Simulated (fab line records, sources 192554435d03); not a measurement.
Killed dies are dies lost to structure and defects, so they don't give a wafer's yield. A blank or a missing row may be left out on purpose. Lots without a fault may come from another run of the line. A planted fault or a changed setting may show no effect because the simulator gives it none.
Split-lot experiment || flow n5-finfet || 7 lots, 21 wafers read, on a route of 1938 steps

THE SPLIT ITSELF
At N5_BEOL_M5_COAT_22 (resist thk 30 nm), the setting spin-rpm was moved away from the recipe's 1500 rpm on 4 of the 21 wafers read, by -6.5% to +8.5%. This setting was run at the recipe's value on the other wafers.

FROM THE SPLIT TO THE READING: what the file shows between them, 4 steps
- N5_BEOL_M5_EBR_24
- N5_BEOL_M5_SOFTBAKE_23: time 60 s
- N5_BEOL_M5_DESCUM_33: chemistry O2, time 7 s
- N5_BEOL_M5_ETCH_75: etches underlayer in N2/H2, target depth 6.5 nm, time 5.2 s

THE READING
CAR-EUV_of_BEOL_M5_COAT_22.thk-nm (the simulator's own value, which no gauge read), in nm, at N5_BEOL_M5_ETCH_67 (etches SiARC in CF4, target depth 15.6 nm, time 26 s). The file does not state a usual value for it. Across the 17 wafers here that went through the recipe, the average is 11.1 nm and the standard deviation 0.32 nm.

{"wafer": "L074.4", "tool, chamber at the split": "litho-track-01, 0", "spin-rpm as run, rpm": 1500, "against the recipe": "recipe", "CAR-EUV_of_BEOL_M5_COAT_22.thk-nm, nm": 11.2, "against lot-mates on the recipe": "-"}
{"wafer": "L074.5", "tool, chamber at the split": "litho-track-01, 0", "spin-rpm as run, rpm": 1572, "against the recipe": "+4.8%", "CAR-EUV_of_BEOL_M5_COAT_22.thk-nm, nm": 10.6, "against lot-mates on the recipe": -0.8}
{"wafer": "L074.6", "tool, chamber at the split": "litho-track-01, 0", "spin-rpm as run, rpm": 1500, "against the recipe": "recipe", "CAR-EUV_of_BEOL_M5_COAT_22.thk-nm, nm": 11.6, "against lot-mates on the recipe": "-"}
{"wafer": "L075.2", "tool, chamber at the split": "litho-track-01, 0", "spin-rpm as run, rpm": 1403, "against the recipe": "-6.5%", "CAR-EUV_of_BEOL_M5_COAT_22.thk-nm, nm": 11.6, "against lot-mates on the recipe": "+0.8"}
{"wafer": "L075.4", "tool, chamber at the split": "litho-track-01, 0", "spin-rpm as run, rpm": 1500, "against the recipe": "recipe", "CAR-EUV_of_BEOL_M5_COAT_22.thk-nm, nm": 11, "against lot-mates on the recipe": "-"}
{"wafer": "L075.6", "tool, chamber at the split": "litho-track-01, 0", "spin-rpm as run, rpm": 1500, "against the recipe": "recipe", "CAR-EUV_of_BEOL_M5_COAT_22.thk-nm, nm": 10.6, "against lot-mates on the recipe": "-"}
{"wafer": "L078.2", "tool, chamber at the split": "litho-track-04, 0", "spin-rpm as run, rpm": 1500, "against the recipe": "recipe", "CAR-EUV_of_BEOL_M5_COAT_22.thk-nm, nm": 11.4, "against lot-mates on the recipe": "-"}
{"wafer": "L078.3", "tool, chamber at the split": "litho-track-04, 0", "spin-rpm as run, rpm": 1500, "against the recipe": "recipe", "CAR-EUV_of_BEOL_M5_COAT_22.thk-nm, nm": 11.2, "against lot-mates on the recipe": "-"}
{"wafer": "L078.5", "tool, chamber at the split": "litho-track-04, 0", "spin-rpm as run, rpm": 1627, "against the recipe": "+8.5%", "CAR-EUV_of_BEOL_M5_COAT_22.thk-nm, nm": 9.8, "against lot-mates on the recipe": -1.5}
{"wafer": "L080.4", "tool, chamber at the split": "litho-track-01, 0", "spin-rpm as run, rpm": 1597, "against the recipe": "+6.5%", "CAR-EUV_of_BEOL_M5_COAT_22.thk-nm, nm": 10, "against lot-mates on the recipe": -1.0}
{"wafer": "L080.5", "tool, chamber at the split": "litho-track-01, 0", "spin-rpm as run, rpm": 1500, "against the recipe": "recipe", "CAR-EUV_of_BEOL_M5_COAT_22.thk-nm, nm": 10.8, "against lot-mates on the recipe": "-"}
{"wafer": "L080.6", "tool, chamber at the split": "litho-track-01, 0", "spin-rpm as run, rpm": 1500, "against the recipe": "recipe", "CAR-EUV_of_BEOL_M5_COAT_22.thk-nm, nm": 11.2, "against lot-mates on the recipe": "-"}
{"wafer": "L083.2", "tool, chamber at the split": "litho-track-05, 0", "spin-rpm as run, rpm": 1500, "against the recipe": "recipe", "CAR-EUV_of_BEOL_M5_COAT_22.thk-nm, nm": 11.2, "against lot-mates on the recipe": "-"}
{"wafer": "L083.3", "tool, chamber at the split": "litho-track-05, 0", "spin-rpm as run, rpm": 1500, "against the recipe": "recipe", "CAR-EUV_of_BEOL_M5_COAT_22.thk-nm, nm": 10.4, "against lot-mates on the recipe": "-"}
{"wafer": "L083.4", "tool, chamber at the split": "litho-track-05, 0", "spin-rpm as run, rpm": 1500, "against the recipe": "recipe", "CAR-EUV_of_BEOL_M5_COAT_22.thk-nm, nm": 10.4, "against lot-mates on the recipe": "-"}
{"wafer": "L085.2", "tool, chamber at the split": "litho-track-04, 0", "spin-rpm as run, rpm": 1500, "against the recipe": "recipe", "CAR-EUV_of_BEOL_M5_COAT_22.thk-nm, nm": 11.2, "against lot-mates on the recipe": "-"}
{"wafer": "L085.3", "tool, chamber at the split": "litho-track-04, 0", "spin-rpm as run, rpm": 1500, "against the recipe": "recipe", "CAR-EUV_of_BEOL_M5_COAT_22.thk-nm, nm": 11.2, "against lot-mates on the recipe": "-"}
{"wafer": "L085.4", "tool, chamber at the split": "litho-track-04, 0", "spin-rpm as run, rpm": 1500, "against the recipe": "recipe", "CAR-EUV_of_BEOL_M5_COAT_22.thk-nm, nm": 11, "against lot-mates on the recipe": "-"}
{"wafer": "L086.3", "tool, chamber at the split": "litho-track-04, 0", "spin-rpm as run, rpm": 1500, "against the recipe": "recipe", "CAR-EUV_of_BEOL_M5_COAT_22.thk-nm, nm": 11.2, "against lot-mates on the recipe": "-"}
{"wafer": "L086.5", "tool, chamber at the split": "litho-track-04, 0", "spin-rpm as run, rpm": 1500, "against the recipe": "recipe", "CAR-EUV_of_BEOL_M5_COAT_22.thk-nm, nm": 11.2, "against lot-mates on the recipe": "-"}
{"wafer": "L086.6", "tool, chamber at the split": "litho-track-04, 0", "spin-rpm as run, rpm": 1500, "against the recipe": "recipe", "CAR-EUV_of_BEOL_M5_COAT_22.thk-nm, nm": 11.2, "against lot-mates on the recipe": "-"}

THE FIT
A straight line over all 21 wafers: CAR-EUV_of_BEOL_M5_COAT_22.thk-nm changes by -0.128 nm for each +1% of spin-rpm; r = -0.77; the points scatter about the line by 0.32 nm.
The same after taking each lot's own level away (the mean of its wafers on the recipe; 21 wafers): -0.156 nm for each +1%; r = -0.92; scatter 0.2 nm.
According to that fit, moving spin-rpm by its largest amount changes the reading by 1.3 nm.
Measured against the standard deviation above, the lots' own levels, which go from 10.67 to 11.40 nm, span 2.3 times it.
So the lot-to-lot level blurs the effect unless lot-mates are compared.
Check: for one of the wafers moved furthest among these (+8.5%), held out of the fit, the line's prediction against its lot-mates is -1.24 nm. It came out at -1.5 nm against them.

THE OTHER SPLITS THESE WAFERS WENT THROUGH
Other splits were also applied to these wafers ahead of the reading. Each is held against what the fit with the lots' levels taken away leaves over:
{"other split on the same wafers": "N5_BEOL_M2_COAT_62 spin-rpm", "wafers away from the commonest value": 10, "r with CAR-EUV_of_BEOL_M5_COAT_22.thk-nm (lot level and that fit taken away)": -0.01}
{"other split on the same wafers": "N5_BEOL_M2_EXPOSE_08 dose-mj", "wafers away from the commonest value": 5, "r with CAR-EUV_of_BEOL_M5_COAT_22.thk-nm (lot level and that fit taken away)": -0.17}
{"other split on the same wafers": "N5_BEOL_M2_DESCUM_16 time-s", "wafers away from the commonest value": 6, "r with CAR-EUV_of_BEOL_M5_COAT_22.thk-nm (lot level and that fit taken away)": -0.19}
{"other split on the same wafers": "N5_BEOL_M4_VIA_ETCH_34 source-w", "wafers away from the commonest value": 10, "r with CAR-EUV_of_BEOL_M5_COAT_22.thk-nm (lot level and that fit taken away)": -0.23}
{"other split on the same wafers": "N5_BEOL_M5_COAT_66 spin-rpm", "wafers away from the commonest value": 8, "r with CAR-EUV_of_BEOL_M5_COAT_22.thk-nm (lot level and that fit taken away)": "+0.53"}

THE WHOLE CHAIN: every reading that the file lists as answering this split, in the file's order
{"step": "N5_BEOL_M5_COAT_22", "what it does": "resist thk 30 nm", "reading": "CAR-EUV_of_BEOL_M5_COAT_22.thk-nm (the simulator's own value, which no gauge read)", "change (the file's fit)": "-0.151 nm for each +1% of the setting", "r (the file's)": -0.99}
{"step": "N5_BEOL_M5_ETCH_75", "what it does": "etches underlayer in N2/H2, target depth 6.5 nm, time 5.2 s", "reading": "CAR-EUV_of_BEOL_M5_COAT_22.thk-nm (the simulator's own value, which no gauge read)", "change (the file's fit)": "-0.167 nm for each +1% of the setting", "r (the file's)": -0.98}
{"step": "N5_BEOL_M5_ETCH_67", "what it does": "etches SiARC in CF4, target depth 15.6 nm, time 26 s", "reading": "CAR-EUV_of_BEOL_M5_COAT_22.thk-nm (the simulator's own value, which no gauge read)", "change (the file's fit)": "-0.158 nm for each +1% of the setting", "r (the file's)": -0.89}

THE FILE'S OWN FIT
CAR-EUV_of_BEOL_M5_COAT_22.thk-nm changes by -0.158 nm for each +1% of spin-rpm, r = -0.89.
